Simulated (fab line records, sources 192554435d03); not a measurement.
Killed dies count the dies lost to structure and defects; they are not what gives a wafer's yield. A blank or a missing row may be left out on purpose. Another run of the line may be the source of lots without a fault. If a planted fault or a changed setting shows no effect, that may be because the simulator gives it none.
Split-lot trial | flow n5Finfet | 7 lots, 21 wafers read, on a route of 1938 steps

THE SPLIT
At N5_BEOL_M4_DESCUM_16 (chemistry O2, time 7 s), the setting timeS was moved away from the recipe's 7 s on 7 of the 21 wafers read, by -20.1% to +12.6%. For the rest of the wafers, this setting stayed at what the recipe calls for.

Between the split and the reading, the file records no step.

THE READING
CAR-EUV_of_BEOL_M4_COAT_05.thkNm (the simulator's own value, which no gauge read), in nm, at N5_BEOL_M4_ETCH_74 (etches underlayer in N2/H2, target depth 6.5 nm, time 5.2 s). No usual value for it is given in the file. Average 20.3 nm, standard deviation 0.12 nm, over the 14 wafers here run with the recipe.

wafer  | tool, chamber at the split | timeS as run, s | against the recipe | CAR-EUV_of_BEOL_M4_COAT_05.thkNm, nm | against lot-mates on the recipe
L074.1 | rieDiel-03, 0              | 7               | recipe             | 20.4                                 | -
L074.3 | rieDiel-03, 2              | 7               | recipe             | 20.2                                 | -
L074.5 | rieDiel-03, 3              | 7.881           | +12.6%             | 19.8                                 | -0.5
L077.3 | rieDiel-06, 1,2            | 7               | recipe             | 20.4                                 | -
L077.6 | rieDiel-06, 1,2            | 7               | recipe             | 20.4                                 | -
L077.4 | rieDiel-06, 2              | 5.656           | -19.2%             | 21                                   | +0.6
L080.2 | rieDiel-03, 3              | 7               | recipe             | 20.4                                 | -
L080.4 | rieDiel-03, 2              | 7               | recipe             | 20.2                                 | -
L080.6 | rieDiel-03, 2              | 7               | recipe             | 20.2                                 | -
L082.1 | rieDiel-05, 3,1,3          | 7               | recipe             | 20.4                                 | -
L082.6 | rieDiel-05, 3,1,3          | 7               | recipe             | 20.4                                 | -
L082.2 | rieDiel-05, 3,1,3          | 7               | recipe             | 20.2                                 | -
L084.2 | rieDiel-06, 3              | 7               | recipe             | 20.4                                 | -
L084.4 | rieDiel-06, 2,3            | 7.398           | +5.7%              | 20.2                                 | -0.2
L084.6 | rieDiel-06, 2,3            | 7.398           | +5.7%              | 20.2                                 | -0.2
L091.2 | rieDiel-05, 1,2            | 5.595           | -20.1%             | 21                                   | +0.6
L091.3 | rieDiel-05, 1,2            | 5.595           | -20.1%             | 21                                   | +0.6
L091.4 | rieDiel-05, 2              | 7               | recipe             | 20.4                                 | -
L094.1 | rieDiel-03, 0              | 7.413           | +5.9%              | 20.2                                 | -0.2
L094.2 | rieDiel-03, 2              | 7               | recipe             | 20.2                                 | -
L094.3 | rieDiel-03, 3              | 7               | recipe             | 20.6                                 | -
The file does not say which wafer passed through which chamber wherever a row lists several chambers: such a row stands for several wafers.

FIT RESULTS
A straight line over all 21 wafers: CAR-EUV_of_BEOL_M4_COAT_05.thkNm changes by -0.0337 nm for each +1% of timeS; r = -0.94; the points scatter about the line by 0.11 nm.
The same after taking each lot's own level away (the mean of its wafers on the recipe; 21 wafers): -0.0319 nm for each +1%; r = -0.95; scatter 0.093 nm.
Per that fit: largest timeS move, reading shift of 0.64 nm.
The span of the lots' own levels, 20.27 to 20.40 nm, comes to 1.1 times the standard deviation stated above.
The two slopes are in agreement: the lot-to-lot level therefore moves the slope only a little.
Check: with one of the wafers moved furthest among these (-20.1%) left out of the fit, the line predicts +0.641 nm for it against its lot-mates. It came out at +0.6 nm against them.

ADDITIONAL SPLITS CARRIED BY THESE WAFERS
Before the reading, these wafers also passed through other splits. Each is held against what the fit with the lots' levels taken away leaves over:
other split on the same wafers  | wafers away from the commonest value | r with CAR-EUV_of_BEOL_M4_COAT_05.thkNm (lot level and that fit taken away)
N5_BEOL_M0_SAQP_PEB_12 pebTimeS | 6                                    | +0.02
N5_BEOL_M0_ETCH_109 biasW       | 6                                    | -0.18
N5_BEOL_M2_TRENCH_ETCH_37 biasW | 11                                   | -0.18
N5_BEOL_M3_EXPOSE_08 doseMj     | 8                                    | +0.22
N5_BEOL_M4_COAT_61 spinRpm      | 9                                    | +0.07

THE WHOLE CHAIN: every reading that the file lists as answering this split, in the file's order
step                 | what it does                                                | reading                                                                           | change (the file's fit)                | r (the file's)
N5_BEOL_M4_DESCUM_16 | chemistry O2, time 7 s                                      | CAR-EUV_of_BEOL_M4_COAT_05.thkNm (the simulator's own value, which no gauge read) | -0.0357 nm for each +1% of the setting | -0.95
N5_BEOL_M4_ETCH_74   | etches underlayer in N2/H2, target depth 6.5 nm, time 5.2 s | CAR-EUV_of_BEOL_M4_COAT_05.thkNm (the simulator's own value, which no gauge read) | -0.0323 nm for each +1% of the setting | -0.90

FILE'S OWN FIT
CAR-EUV_of_BEOL_M4_COAT_05.thkNm changes by -0.0323 nm for each +1% of timeS, r = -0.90.
